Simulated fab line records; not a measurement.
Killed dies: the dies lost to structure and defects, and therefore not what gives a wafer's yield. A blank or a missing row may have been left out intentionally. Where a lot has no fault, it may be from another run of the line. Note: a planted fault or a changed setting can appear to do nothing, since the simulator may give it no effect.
fab line records :: flow n5-finfet
record:
  lots: 13
  wafers: 37
  last-day: 17
route steps=1938 shown BEOL_M7@1311 BEOL_M8@1333 PASSIVATION@1936
lots untouched by any fault: they come from a run of this same line in which no faults occurred
start-h: hours from the record's first day to the start of the lot's first wafer shown :: wait-h: hours since the lot's step before :: " as in the row above :: L1.1+2: a single row standing in for several wafers :: - either no value or no given start :: * or withheld: withheld :: < > ~ a bound
route shown NAME@n: NAME is a module with steps in the file, n the number in the route of the first one :: usual: mean and standard deviation over wafers with no fault :: same: alike in all rows :: chamber/n: place in a boat :: sites: the reading at each site :: _std_site: standard deviation across them :: _edge_site: mean of outer sites minus mean of inner sites :: radius-mm: for every site, how far away it sits from the centre of the wafer :: mask NAME#n: copy n :: behind: tool/chamber where the wafer was last shaped :: hold: what put the lot on hold/how long, in hours/how the hold closed :: device: names the non-switching transistor (n, p or np) :: end of line: tests of these same wafers at the route's end :: a step given without rows: its recipe and nothing more :: killed: count of dies lost to structure and defects at first sort (not the wafer's yield) :: map: a wafer's dies, x killed, . not, _ none there
set.NAME: the setting as run; set.NAME@STEP: as run at that earlier step :: model.NAME: the simulator's own value behind a step, which no gauge read
one table for each step of the route and one row for each wafer, over a sample of lots
services: from which hour (start-h, from the record's first day; less than 0 if before it) a tool's chamber was out of use, for how many hours, and why
== steps ==
step: N5_BEOL_M7_OCD_MEAS_38
usual:
  trench-depth-nm: 92.8/1.3
lot.wafer: L762.1
tool: ocd-01
chamber: -
start-h: 195.04
wait-h: -
trench-depth-nm: 93.5

lot.wafer: L762.4
tool: ocd-01
chamber: -
start-h: 195.04
wait-h: -
trench-depth-nm: 93.1

lot.wafer: L762.5
tool: ocd-01
chamber: -
start-h: 195.04
wait-h: -
trench-depth-nm: 92.6

lot.wafer: L768.4
tool: ocd-02
chamber: -
start-h: 229.69
wait-h: -
trench-depth-nm: 93.5

lot.wafer: L768.5
tool: ocd-02
chamber: -
start-h: 229.69
wait-h: -
trench-depth-nm: 92.6

lot.wafer: L772.5
tool: ocd-01
chamber: -
start-h: 260.73
wait-h: -
trench-depth-nm: 92.2

lot.wafer: L772.6
tool: ocd-01
chamber: -
start-h: 260.73
wait-h: -
trench-depth-nm: 95.4

lot.wafer: L774.1
tool: ocd-02
chamber: -
start-h: 261.17
wait-h: -
trench-depth-nm: 95.2

lot.wafer: L774.2
tool: ocd-02
chamber: -
start-h: 261.17
wait-h: -
trench-depth-nm: 92.8

lot.wafer: L774.6
tool: ocd-02
chamber: -
start-h: 261.17
wait-h: -
trench-depth-nm: 93.9

lot.wafer: L775.1
tool: ocd-01
chamber: -
start-h: 265.90
wait-h: -
trench-depth-nm: 91.8

lot.wafer: L775.3
tool: ocd-01
chamber: -
start-h: 265.90
wait-h: -
trench-depth-nm: 93.9

lot.wafer: L775.4
tool: ocd-01
chamber: -
start-h: 265.90
wait-h: -
trench-depth-nm: 90.4

lot.wafer: L773.3
tool: ocd-01
chamber: -
start-h: 266.30
wait-h: -
trench-depth-nm: 94.0

lot.wafer: L773.5
tool: ocd-01
chamber: -
start-h: 266.30
wait-h: -
trench-depth-nm: 91.8

lot.wafer: L773.6
tool: ocd-01
chamber: -
start-h: 266.30
wait-h: -
trench-depth-nm: 92.0

lot.wafer: L777.2
tool: ocd-01
chamber: -
start-h: 298.58
wait-h: -
trench-depth-nm: 92.6

lot.wafer: L777.4
tool: ocd-01
chamber: -
start-h: 298.58
wait-h: -
trench-depth-nm: 93.2

lot.wafer: L777.6
tool: ocd-01
chamber: -
start-h: 298.58
wait-h: -
trench-depth-nm: 94.2

lot.wafer: L778.2
tool: ocd-02
chamber: -
start-h: 300.31
wait-h: -
trench-depth-nm: 93.2

lot.wafer: L778.3
tool: ocd-02
chamber: -
start-h: 300.31
wait-h: -
trench-depth-nm: 91.7

lot.wafer: L778.5
tool: ocd-02
chamber: -
start-h: 300.31
wait-h: -
trench-depth-nm: 93.5

lot.wafer: L780.1
tool: ocd-02
chamber: -
start-h: 301.17
wait-h: -
trench-depth-nm: 93.6

lot.wafer: L780.2
tool: ocd-02
chamber: -
start-h: 301.17
wait-h: -
trench-depth-nm: 92.7

lot.wafer: L780.5
tool: ocd-02
chamber: -
start-h: 301.17
wait-h: -
trench-depth-nm: 92.2

lot.wafer: L782.1
tool: ocd-02
chamber: -
start-h: 324.34
wait-h: -
trench-depth-nm: 93.4

lot.wafer: L782.3
tool: ocd-02
chamber: -
start-h: 324.34
wait-h: -
trench-depth-nm: 93.0

lot.wafer: L782.5
tool: ocd-02
chamber: -
start-h: 324.34
wait-h: -
trench-depth-nm: 93.6

lot.wafer: L783.2
tool: ocd-01
chamber: -
start-h: 337.02
wait-h: -
trench-depth-nm: 93.1

lot.wafer: L783.3
tool: ocd-01
chamber: -
start-h: 337.02
wait-h: -
trench-depth-nm: 92.3

lot.wafer: L783.4
tool: ocd-01
chamber: -
start-h: 337.02
wait-h: -
trench-depth-nm: 94.0

lot.wafer: L785.1
tool: ocd-02
chamber: -
start-h: 337.07
wait-h: -
trench-depth-nm: 93.9

lot.wafer: L785.2
tool: ocd-02
chamber: -
start-h: 337.07
wait-h: -
trench-depth-nm: 94.7

lot.wafer: L785.4
tool: ocd-02
chamber: -
start-h: 337.07
wait-h: -
trench-depth-nm: 93.5

lot.wafer: L784.2
tool: ocd-01
chamber: -
start-h: 337.09
wait-h: -
trench-depth-nm: 93.5

lot.wafer: L784.4
tool: ocd-01
chamber: -
start-h: 337.09
wait-h: -
trench-depth-nm: 95.5

lot.wafer: L784.6
tool: ocd-01
chamber: -
start-h: 337.09
wait-h: -
trench-depth-nm: 91.0
step: N5_BEOL_M7_CMP_52
recipe:
  stop-on: SiCOH_lowk
  t-overpolish-s: 6.9
  down-force-psi: 1
  platen-rpm: 50
  clearing-platen-down-force-psi: 1.5
  clearing-platen-rpm: 50
  post-cmp-clean: cu-alkaline
  target-thk-nm: 80
  clearing-platen-pad-velocity-m-s: 0.99484
  pad-velocity-m-s: 0.99484
usual:
  barrier-field-endpoint-s: 29.2/0.73
  motor-current-A: 6.3/0.44
  overpolish-run-s: 6.900/0.0089
  time-to-endpoint-s: 63.9/2.8
lot.wafer: L762.4
tool: cmp-02
chamber: 3
start-h: 198.25
wait-h: 0.2
barrier-field-endpoint-s: 29.2
motor-current-A: 6.0
overpolish-run-s: 6.886
time-to-endpoint-s: 65.3

lot.wafer: L762.1
tool: cmp-02
chamber: 0
start-h: 198.25
wait-h: 0.2
barrier-field-endpoint-s: 29.4
motor-current-A: 5.5
overpolish-run-s: 6.894
time-to-endpoint-s: 63.2

lot.wafer: L762.5
tool: cmp-02
chamber: 1
start-h: 198.25
wait-h: 0.2
barrier-field-endpoint-s: 28.9
motor-current-A: 6.3
overpolish-run-s: 6.919
time-to-endpoint-s: 62.0

lot.wafer: L768.4
tool: cmp-02
chamber: 2
start-h: 231.82
wait-h: 0.3
barrier-field-endpoint-s: 30.5
motor-current-A: 6.6
overpolish-run-s: 6.903
time-to-endpoint-s: 67.5

lot.wafer: L768.5
tool: cmp-02
chamber: 0
start-h: 231.82
wait-h: 0.3
barrier-field-endpoint-s: 17.7
motor-current-A: 5.8
overpolish-run-s: 6.897
time-to-endpoint-s: 40.2

lot.wafer: L774.1
tool: cmp-01
chamber: 2
start-h: 263.48
wait-h: 0.3
barrier-field-endpoint-s: 28.7
motor-current-A: 6.7
overpolish-run-s: 6.903
time-to-endpoint-s: 61.7

lot.wafer: L774.2
tool: cmp-01
chamber: 3
start-h: 263.48
wait-h: 0.3
barrier-field-endpoint-s: 29.1
motor-current-A: 6.3
overpolish-run-s: 6.905
time-to-endpoint-s: 63.5

lot.wafer: L774.6
tool: cmp-01
chamber: 1
start-h: 263.48
wait-h: 0.3
barrier-field-endpoint-s: 29.4
motor-current-A: 5.8
overpolish-run-s: 6.902
time-to-endpoint-s: 62.7

lot.wafer: L772.5
tool: cmp-02
chamber: 0
start-h: 264.04
wait-h: 0.2
barrier-field-endpoint-s: 16.7
motor-current-A: 5.5
overpolish-run-s: 6.901
time-to-endpoint-s: 36.6

lot.wafer: L772.6
tool: cmp-02
chamber: 1
start-h: 264.04
wait-h: 0.2
barrier-field-endpoint-s: 28.5
motor-current-A: 6.4
overpolish-run-s: 6.896
time-to-endpoint-s: 61.4

lot.wafer: L775.1
tool: cmp-01
chamber: 3
start-h: 269.50
wait-h: 0.3
barrier-field-endpoint-s: 28.5
motor-current-A: 6.8
overpolish-run-s: 6.897
time-to-endpoint-s: 59.5

lot.wafer: L775.4
tool: cmp-01
chamber: 1
start-h: 269.50
wait-h: 0.3
barrier-field-endpoint-s: 29.4
motor-current-A: 5.9
overpolish-run-s: 6.899
time-to-endpoint-s: 63.3

lot.wafer: L775.3
tool: cmp-01
chamber: 2
start-h: 269.50
wait-h: 0.3
barrier-field-endpoint-s: 28.6
motor-current-A: 7.0
overpolish-run-s: 6.910
time-to-endpoint-s: 61.6

lot.wafer: L773.3
tool: cmp-02
chamber: 3
start-h: 269.79
wait-h: 0.2
barrier-field-endpoint-s: 16.5
motor-current-A: 5.9
overpolish-run-s: 6.905
time-to-endpoint-s: 38.4

lot.wafer: L773.6
tool: cmp-02
chamber: 3
start-h: 269.79
wait-h: 0.2
barrier-field-endpoint-s: 29.3
motor-current-A: 5.8
overpolish-run-s: 6.894
time-to-endpoint-s: 63.9

lot.wafer: L773.5
tool: cmp-02
chamber: 0
start-h: 269.79
wait-h: 0.2
barrier-field-endpoint-s: 16.6
motor-current-A: 5.5
overpolish-run-s: 6.896
time-to-endpoint-s: 35.5

lot.wafer: L777.2
tool: cmp-04
chamber: 3
start-h: 301.65
wait-h: 0.2
barrier-field-endpoint-s: 27.1
motor-current-A: 6.0
overpolish-run-s: 6.911
time-to-endpoint-s: 57.4

lot.wafer: L777.4
tool: cmp-04
chamber: 1
start-h: 301.65
wait-h: 0.2
barrier-field-endpoint-s: 27.9
motor-current-A: 6.5
overpolish-run-s: 6.916
time-to-endpoint-s: 53.5

lot.wafer: L777.6
tool: cmp-04
chamber: 3
start-h: 301.65
wait-h: 0.2
barrier-field-endpoint-s: 27.6
motor-current-A: 5.9
overpolish-run-s: 6.892
time-to-endpoint-s: 54.6

lot.wafer: L778.2
tool: cmp-04
chamber: 3
start-h: 302.43
wait-h: 0.3
barrier-field-endpoint-s: 27.9
motor-current-A: 6.2
overpolish-run-s: 6.893
time-to-endpoint-s: 62.3

lot.wafer: L778.3
tool: cmp-04
chamber: 1
start-h: 302.43
wait-h: 0.3
barrier-field-endpoint-s: 27.8
motor-current-A: 6.3
overpolish-run-s: 6.892
time-to-endpoint-s: 62.6

lot.wafer: L778.5
tool: cmp-04
chamber: 2
start-h: 302.43
wait-h: 0.3
barrier-field-endpoint-s: 28.2
motor-current-A: 6.1
overpolish-run-s: 6.898
time-to-endpoint-s: 62.6

lot.wafer: L780.1
tool: cmp-04
chamber: 2
start-h: 305.18
wait-h: 0.3
barrier-field-endpoint-s: 28.7
motor-current-A: 6.3
overpolish-run-s: 6.884
time-to-endpoint-s: 63.8

lot.wafer: L780.2
tool: cmp-04
chamber: 3
start-h: 305.18
wait-h: 0.3
barrier-field-endpoint-s: 28.3
motor-current-A: 6.4
overpolish-run-s: 6.905
time-to-endpoint-s: 62.5

lot.wafer: L780.5
tool: cmp-04
chamber: 1
start-h: 305.18
wait-h: 0.3
barrier-field-endpoint-s: 28.4
motor-current-A: 6.5
overpolish-run-s: 6.900
time-to-endpoint-s: 62.9

lot.wafer: L782.3
tool: cmp-02
chamber: 2
start-h: 327.89
wait-h: 0.2
barrier-field-endpoint-s: 29.9
motor-current-A: 6.6
overpolish-run-s: 6.891
time-to-endpoint-s: 65.9

lot.wafer: L782.1
tool: cmp-02
chamber: 1
start-h: 327.89
wait-h: 0.2
barrier-field-endpoint-s: 29.7
motor-current-A: 6.7
overpolish-run-s: 6.901
time-to-endpoint-s: 62.7

lot.wafer: L782.5
tool: cmp-02
chamber: 2
start-h: 327.89
wait-h: 0.2
barrier-field-endpoint-s: 29.4
motor-current-A: 6.6
overpolish-run-s: 6.898
time-to-endpoint-s: 64.9

lot.wafer: L783.4
tool: cmp-04
chamber: 0
start-h: 339.83
wait-h: 0.1
barrier-field-endpoint-s: 28.8
motor-current-A: 6.7
overpolish-run-s: 6.885
time-to-endpoint-s: 62.5

lot.wafer: L783.3
tool: cmp-04
chamber: 2
start-h: 339.83
wait-h: 0.1
barrier-field-endpoint-s: 28.8
motor-current-A: 6.0
overpolish-run-s: 6.906
time-to-endpoint-s: 62.2

lot.wafer: L783.2
tool: cmp-04
chamber: 3
start-h: 339.83
wait-h: 0.1
barrier-field-endpoint-s: 28.4
motor-current-A: 6.3
overpolish-run-s: 6.903
time-to-endpoint-s: 58.7

lot.wafer: L785.4
tool: cmp-01
chamber: 0
start-h: 340.07
wait-h: 0.1
barrier-field-endpoint-s: 30.6
motor-current-A: 6.1
overpolish-run-s: 6.888
time-to-endpoint-s: 68.4

lot.wafer: L785.2
tool: cmp-01
chamber: 1
start-h: 340.07
wait-h: 0.1
barrier-field-endpoint-s: 29.9
motor-current-A: 6.0
overpolish-run-s: 6.918
time-to-endpoint-s: 66.6

lot.wafer: L785.1
tool: cmp-01
chamber: 3
start-h: 340.07
wait-h: 0.1
barrier-field-endpoint-s: 29.4
motor-current-A: 7.0
overpolish-run-s: 6.898
time-to-endpoint-s: 64.3

lot.wafer: L784.2
tool: cmp-04
chamber: 3
start-h: 340.15
wait-h: 0.2
barrier-field-endpoint-s: 28.6
motor-current-A: 5.9
overpolish-run-s: 6.896
time-to-endpoint-s: 62.9

lot.wafer: L784.4
tool: cmp-04
chamber: 1
start-h: 340.15
wait-h: 0.2
barrier-field-endpoint-s: 29.6
motor-current-A: 6.4
overpolish-run-s: 6.911
time-to-endpoint-s: 64.2

lot.wafer: L784.6
tool: cmp-04
chamber: 3
start-h: 340.15
wait-h: 0.2
barrier-field-endpoint-s: 28.8
motor-current-A: 6.2
overpolish-run-s: 6.908
time-to-endpoint-s: 62.0
step: N5_BEOL_M8_CURE_74
recipe:
  temp-c: 385
  time-s: 240
  ambient: He/Ar
  material: SiCOH_lowk
usual:
  lamp-power-pct: 52.32/0.055
  wafer_temp_C_max: 386.3/0.4
lot.wafer: L762.1
tool: uv-cure-03
chamber: 2
start-h: 198.73
wait-h: 0.0
lamp-power-pct: 52.36
wafer_temp_C_max: 386.9

lot.wafer: L762.4
tool: uv-cure-03
chamber: 2
start-h: 198.73
wait-h: 0.0
lamp-power-pct: 52.38
wafer_temp_C_max: 386.4

lot.wafer: L762.5
tool: uv-cure-03
chamber: 2
start-h: 198.73
wait-h: 0.0
lamp-power-pct: 52.25
wafer_temp_C_max: 386.4

lot.wafer: L768.4
tool: uv-cure-02
chamber: 0
start-h: 232.50
wait-h: 0.3
lamp-power-pct: 52.38
wafer_temp_C_max: 385.9

lot.wafer: L768.5
tool: uv-cure-02
chamber: 0
start-h: 232.50
wait-h: 0.3
lamp-power-pct: 52.32
wafer_temp_C_max: 385.8

lot.wafer: L774.1
tool: uv-cure-01
chamber: 1
start-h: 263.96
wait-h: 0.0
lamp-power-pct: 52.37
wafer_temp_C_max: 386.3

lot.wafer: L774.2
tool: uv-cure-01
chamber: 1
start-h: 263.96
wait-h: 0.0
lamp-power-pct: 52.25
wafer_temp_C_max: 386.1

lot.wafer: L774.6
tool: uv-cure-01
chamber: 1
start-h: 263.96
wait-h: 0.0
lamp-power-pct: 52.34
wafer_temp_C_max: 386.2

lot.wafer: L772.5
tool: uv-cure-02
chamber: 1
start-h: 265.08
wait-h: 0.7
lamp-power-pct: 52.29
wafer_temp_C_max: 386.6

lot.wafer: L772.6
tool: uv-cure-02
chamber: 1
start-h: 265.08
wait-h: 0.7
lamp-power-pct: 52.41
wafer_temp_C_max: 386.4

lot.wafer: L775.1
tool: uv-cure-02
chamber: 1
start-h: 270.06
wait-h: 0.0
lamp-power-pct: 52.30
wafer_temp_C_max: 386.5

lot.wafer: L775.3
tool: uv-cure-02
chamber: 1
start-h: 270.06
wait-h: 0.0
lamp-power-pct: 52.40
wafer_temp_C_max: 386.1

lot.wafer: L775.4
tool: uv-cure-02
chamber: 1
start-h: 270.06
wait-h: 0.0
lamp-power-pct: 52.34
wafer_temp_C_max: 386.3

lot.wafer: L773.3
tool: uv-cure-03
chamber: 0
start-h: 270.50
wait-h: 0.2
lamp-power-pct: 52.24
wafer_temp_C_max: 387.2

lot.wafer: L773.5
tool: uv-cure-03
chamber: 0
start-h: 270.50
wait-h: 0.2
lamp-power-pct: 52.28
wafer_temp_C_max: 386.4

lot.wafer: L773.6
tool: uv-cure-03
chamber: 0
start-h: 270.50
wait-h: 0.2
lamp-power-pct: 52.35
wafer_temp_C_max: 387.2

lot.wafer: L777.2
tool: uv-cure-03
chamber: 0
start-h: 302.29
wait-h: 0.1
lamp-power-pct: 52.37
wafer_temp_C_max: 386.8

lot.wafer: L777.4
tool: uv-cure-03
chamber: 0
start-h: 302.29
wait-h: 0.1
lamp-power-pct: 52.40
wafer_temp_C_max: 386.8

lot.wafer: L777.6
tool: uv-cure-03
chamber: 0
start-h: 302.29
wait-h: 0.1
lamp-power-pct: 52.38
wafer_temp_C_max: 386.4

lot.wafer: L778.2
tool: uv-cure-02
chamber: 0
start-h: 303.03
wait-h: 0.1
lamp-power-pct: 52.39
wafer_temp_C_max: 386.5

lot.wafer: L778.3
tool: uv-cure-02
chamber: 0
start-h: 303.03
wait-h: 0.1
lamp-power-pct: 52.31
wafer_temp_C_max: 386.5

lot.wafer: L778.5
tool: uv-cure-02
chamber: 0
start-h: 303.03
wait-h: 0.1
lamp-power-pct: 52.30
wafer_temp_C_max: 386.0

lot.wafer: L780.1
tool: uv-cure-01
chamber: 1
start-h: 305.70
wait-h: 0.0
lamp-power-pct: 52.29
wafer_temp_C_max: 386.6

lot.wafer: L780.2
tool: uv-cure-01
chamber: 1
start-h: 305.70
wait-h: 0.0
lamp-power-pct: 52.28
wafer_temp_C_max: 386.2

lot.wafer: L780.5
tool: uv-cure-01
chamber: 1
start-h: 305.70
wait-h: 0.0
lamp-power-pct: 52.31
wafer_temp_C_max: 386.1

lot.wafer: L782.1
tool: uv-cure-02
chamber: 0
start-h: 328.45
wait-h: 0.0
lamp-power-pct: 52.32
wafer_temp_C_max: 386.0

lot.wafer: L782.3
tool: uv-cure-02
chamber: 0
start-h: 328.45
wait-h: 0.0
lamp-power-pct: 52.38
wafer_temp_C_max: 385.7

lot.wafer: L782.5
tool: uv-cure-02
chamber: 0
start-h: 328.45
wait-h: 0.0
lamp-power-pct: 52.28
wafer_temp_C_max: 386.1

lot.wafer: L783.2
tool: uv-cure-01
chamber: 1
start-h: 340.47
wait-h: 0.1
lamp-power-pct: 52.38
wafer_temp_C_max: 385.7

lot.wafer: L783.3
tool: uv-cure-01
chamber: 1
start-h: 340.47
wait-h: 0.1
lamp-power-pct: 52.29
wafer_temp_C_max: 385.9

lot.wafer: L783.4
tool: uv-cure-01
chamber: 1
start-h: 340.47
wait-h: 0.1
lamp-power-pct: 52.26
wafer_temp_C_max: 386.1

lot.wafer: L785.1
tool: uv-cure-03
chamber: 0
start-h: 340.63
wait-h: 0.0
lamp-power-pct: 52.25
wafer_temp_C_max: 387.6

lot.wafer: L785.2
tool: uv-cure-03
chamber: 0
start-h: 340.63
wait-h: 0.0
lamp-power-pct: 52.34
wafer_temp_C_max: 386.5

lot.wafer: L785.4
tool: uv-cure-03
chamber: 0
start-h: 340.63
wait-h: 0.0
lamp-power-pct: 52.31
wafer_temp_C_max: 387.0

lot.wafer: L784.2
tool: uv-cure-01
chamber: 1
start-h: 340.95
wait-h: 0.3
lamp-power-pct: 52.44
wafer_temp_C_max: 386.1

lot.wafer: L784.4
tool: uv-cure-01
chamber: 1
start-h: 340.95
wait-h: 0.3
lamp-power-pct: 52.29
wafer_temp_C_max: 385.7

lot.wafer: L784.6
tool: uv-cure-01
chamber: 1
start-h: 340.95
wait-h: 0.3
lamp-power-pct: 52.38
wafer_temp_C_max: 386.0
step: N5_PASSIVATION_PROBE_49
usual:
  defect-limited-yield: 91.6/1.4
  killed_at_M0_to_M3: 35/10
  killed_at_M4_up: 13/5.3
  killed-at-contacts: 12/5.9
  killed-at-front-end: 36/9.9
  killed-at-other: 3.2/3
  killed-dies: 99/16
  killed-open: 66/12
  killed-short: 32/7.7
  sort_bin_5_function: 4.9/0.91
  sort_bin_6_memory: 3.2/0.65
  sort-n-pass: 1081/16
  sort-yield-pct: 91.6/1.4
same:
  gross-dies: 1180
  killed-at-back-side: 0
  sort_bin_4_leakage[%]: 0
  sort_bin_8_speed[%]: 0
lot.wafer: L778.2
tool: prober-02
chamber: -
start-h: 382.73
wait-h: 0.1
defect-limited-yield[%]: 91.9
killed_at_M0_to_M3: 34
killed_at_M4_up: 9
killed-at-contacts: 12
killed-at-front-end: 38
killed-at-other: 3
killed-dies: 96
killed-open: 66
killed-short: 30
sort_bin_5_function[%]: 4.9
sort_bin_6_memory[%]: 2.9
sort-n-pass: 1084
sort-yield-pct[%]: 91.9

lot.wafer: L778.3
tool: prober-02
chamber: -
start-h: 382.78
wait-h: 0.1
defect-limited-yield[%]: 91.2
killed_at_M0_to_M3: 35
killed_at_M4_up: 10
killed-at-contacts: 9
killed-at-front-end: 44
killed-at-other: 6
killed-dies: 104
killed-open: 74
killed-short: 30
sort_bin_5_function[%]: 5.3
sort_bin_6_memory[%]: 3.4
sort-n-pass: 1076
sort-yield-pct[%]: 91.2

lot.wafer: L778.5
tool: prober-02
chamber: -
start-h: 382.88
wait-h: 0.2
defect-limited-yield[%]: 90.6
killed_at_M0_to_M3: 42
killed_at_M4_up: 9
killed-at-contacts: 21
killed-at-front-end: 36
killed-at-other: 3
killed-dies: 111
killed-open: 80
killed-short: 31
sort_bin_5_function[%]: 5.2
sort_bin_6_memory[%]: 4.1
sort-n-pass: 1069
sort-yield-pct[%]: 90.6
killed by level:class
L778.2 BEOL_M3:geometric-particle:open=10 DUMMY_GATE:geometric-particle:open=9 MOL_CONTACT_COAG:geometric-particle:open=9 BEOL_M0_SAQP:geometric-particle:open=7 FIN_SAQP:geometric-particle:short=6 BEOL_M4:geometric-particle:open=6 GATE_CUT:geometric-particle:open=5 FIN_SAQP:geometric-particle:open=4
L778.3 STI_FIN_REVEAL:geometric-particle:open=11 BEOL_M0_SAQP:geometric-particle:short=8 BEOL_M3:geometric-particle:open=8 FIN_SAQP:geometric-particle:open=7 DUMMY_GATE:geometric-particle:open=7 BEOL_M0_SAQP:geometric-particle:open=7 MOL_CONTACT_COAG:geometric-particle:open=7 BEOL_M1:geometric-particle:open=6
L778.5 MOL_CONTACT_COAG:geometric-particle:open=19 BEOL_M3:geometric-particle:open=18 BEOL_M0_SAQP:geometric-particle:open=11 BEOL_M0_SAQP:geometric-particle:short=8 FIN_SAQP:geometric-particle:short=7 FIN_SAQP:geometric-particle:open=6 BEOL_M5:geometric-particle:open=5 STI_FIN_REVEAL:geometric-particle:open=4
== services ==
tool: cmp-04
chamber: -
start-h: 174.48
hours: 4.0
kind: pm

tool: cmp-04
chamber: -
start-h: 178.48
hours: -
kind: consumable-replace:conditioner

tool: cmp-04
chamber: -
start-h: 178.48
hours: -
kind: consumable-replace:pad

tool: uv-cure-01
chamber: -
start-h: 183.58
hours: 4.4
kind: repair

tool: uv-cure-03
chamber: -
start-h: 210.00
hours: 1.0
kind: pm

tool: cmp-01
chamber: -
start-h: 220.40
hours: 2.2
kind: repair

tool: uv-cure-01
chamber: -
start-h: 234.39
hours: 7.2
kind: repair

tool: cmp-01
chamber: -
start-h: 267.95
hours: 0.5
kind: repair

tool: uv-cure-02
chamber: -
start-h: 279.89
hours: 2.1
kind: pm

tool: uv-cure-03
chamber: -
start-h: 282.59
hours: 7.5
kind: pm

tool: uv-cure-01
chamber: -
start-h: 284.79
hours: 7.5
kind: pm

tool: cmp-01
chamber: -
start-h: 290.35
hours: 14.0
kind: repair

tool: uv-cure-01
chamber: -
start-h: 295.19
hours: 9.9
kind: repair

tool: cmp-02
chamber: -
start-h: 303.47
hours: 4.0
kind: pm

tool: cmp-02
chamber: -
start-h: 307.47
hours: -
kind: consumable-replace:conditioner

tool: cmp-02
chamber: -
start-h: 307.47
hours: -
kind: consumable-replace:pad

tool: uv-cure-03
chamber: -
start-h: 318.44
hours: 1.2
kind: repair

tool: cmp-02
chamber: -
start-h: 328.50
hours: 4.6
kind: pm

tool: cmp-02
chamber: -
start-h: 336.45
hours: 5.1
kind: repair
== key ==
first-sign:
  step: N5_BEOL_M7_CMP_52
  reading: barrier-field-endpoint-s
  direction: down
  sigmas: 17
  usual: 29.2
  struck: 16.9
effect:
  step: N5_BEOL_M7_CMP_52
  reading: time-to-endpoint-s
  direction: down
  sigmas: 9.3
  usual: *
  struck: *
met-at N5_BEOL_M7_CMP_52
struck-lots L768,L772,L773
struck-wafers L768.5,L772.5,L773.3,L773.5
not-acting-at N5_BEOL_M7_OCD_MEAS_38,N5_BEOL_M8_CURE_74
onset-between 198.25 231.82
fault:
  kind: process-parameter-drift
  tool: cmp-02
  chamber: -
  onset-h: 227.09
  steps: N5_BEOL_M7_CMP_52
  channel: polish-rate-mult
  offset: 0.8
  shape: step
  end-h: 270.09
  scope: struck-wafers-only
